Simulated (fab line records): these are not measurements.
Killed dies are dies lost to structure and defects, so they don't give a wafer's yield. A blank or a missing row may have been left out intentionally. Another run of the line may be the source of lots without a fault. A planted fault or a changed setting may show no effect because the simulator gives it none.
Problem report, 8D (eight disciplines) form, completed by code	flow nand-harc	the parts of the form that need people (team, actions taken, sign-off) are left out

== 1. PROBLEM STATEMENT ==
NHARC_END_SORT_01, sort_bin_2_pct: mean 97.5 % over 1 wafer from 1 lot; wafers with no fault: 1.5 %, standard deviation 0.6. That is +99 or more standard deviations from the usual mean.
Earliest sighting: wafer L344.2 on prober-02 at day 22 04:25. At this step, 30 wafers from 10 lots have a number in the record. By rule, "out" or "out of limits" means more than 4 standard deviations away from the usual mean. Any other wafer with a number is counted as sound.

== 2. WHAT IT IS, AND WHAT IT ISN'T ==
question	is	is not
which readings at this step	sort_bin_2_pct, defect-limited-yield, killed-at-array, killed-dies, sort-n-pass, sort-rim-yield-pct, sort-yield-pct	killed-at-other, killed-at-periphery, killed-open, killed-short, sort_bin_3_pct, sort_bin_4_pct
which lots	L344	L334, L335, L336, L337, L347, L349, L354, L355, L357
which wafers of those lots	L344.2	L344.1, L344.4
read on which gauges	prober-02	prober-01
when	from day 22 04:25	up to then (13 sound wafers); but 16 sound wafers of L344, L347, L349, L354, L355, L357 came after

== 3. SUSPECTS, AND WHAT RULES EACH OUT ==
Counting: any tool at a process step up to the reading remains a suspect provided it ran every lot that is out. Sound lots after the first of them don't rule it out here, since some wafers of a struck lot are sound.
- the gauge at NHARC_END_SORT_01: kept. All the wafers that are out were read on prober-02, and no step on other tools shows them out.
- rtp-anneal-01 at NHARC_A_M1_ANNEAL_31 (time 90 s): kept. It ran the lot that is out, L344 (day 20 16:47); its last sound lot up to then is L335 (day 19 02:59).
- pvd-sputter-02 at NHARC_A_BONDPAD_PVD_27 (deposits Cu, target thk 30 nm, time 20.49 s): kept. It ran the lot that is out, L344 (day 20 20:46); its last sound lot up to then is L335 (day 19 07:01).
rtp-anneal-01 at NHARC_A_M1_ANNEAL_31, pvd-sputter-02 at NHARC_A_BONDPAD_PVD_27 and prober-02 at NHARC_END_SORT_01 are what is left after counting.

== 4. THE CAUSE (what the simulator had put in) ==
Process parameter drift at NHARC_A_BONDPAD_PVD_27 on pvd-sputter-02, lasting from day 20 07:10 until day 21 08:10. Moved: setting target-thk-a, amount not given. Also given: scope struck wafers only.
Of the 3 suspects that counting leaves, this tool is one.

== 5. THE CHAIN OF EFFECTS, in route order ==
Each row: a reading whose mean over the struck wafers that have a number lies more than 3 standard deviations from the usual. Readings are gone through only where the record gives a usual standard deviation; hours: the median, over the lots, of the time from a lot's start at the first step in this table giving one to that lot's start at this step; sigmas: the change measured in usual standard deviations.
hours	step	reading	usual	on struck wafers	change	sigmas
0	NHARC_END_SORT_01	defect-limited-yield	95.4 %	0.0	-95.4	-64
0	NHARC_END_SORT_01	killed-at-array	28	674	+646	+65
0	NHARC_END_SORT_01	killed-dies	31	677	+646	+65
0	NHARC_END_SORT_01	sort_bin_2_pct	1.5 %	97.5	+96.0	+99 or more
0	NHARC_END_SORT_01	sort-n-pass	646	0	-646	-65
0	NHARC_END_SORT_01	sort-rim-yield-pct	94.7 %	0.0	-94.7	-32
0	NHARC_END_SORT_01	sort-yield-pct	95.4 %	0.0	-95.4	-64

== 6. HOW IT WOULD HAVE BEEN CAUGHT EARLIER ==
45 hours passed between the start of the fault at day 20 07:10 and the first reading out of limits at a measuring or inspecting step in this record, taken at day 22 04:25.
No tool reading at NHARC_A_BONDPAD_PVD_27 that has a usual standard deviation in the record was out on any struck wafer, so an alarm limit of 4 standard deviations on those readings would not have fired.
All the lots that are out (1) had begun NHARC_A_BONDPAD_PVD_27 on pvd-sputter-02 by day 22 04:25. Tool hold at that time: it would have spared none of them.
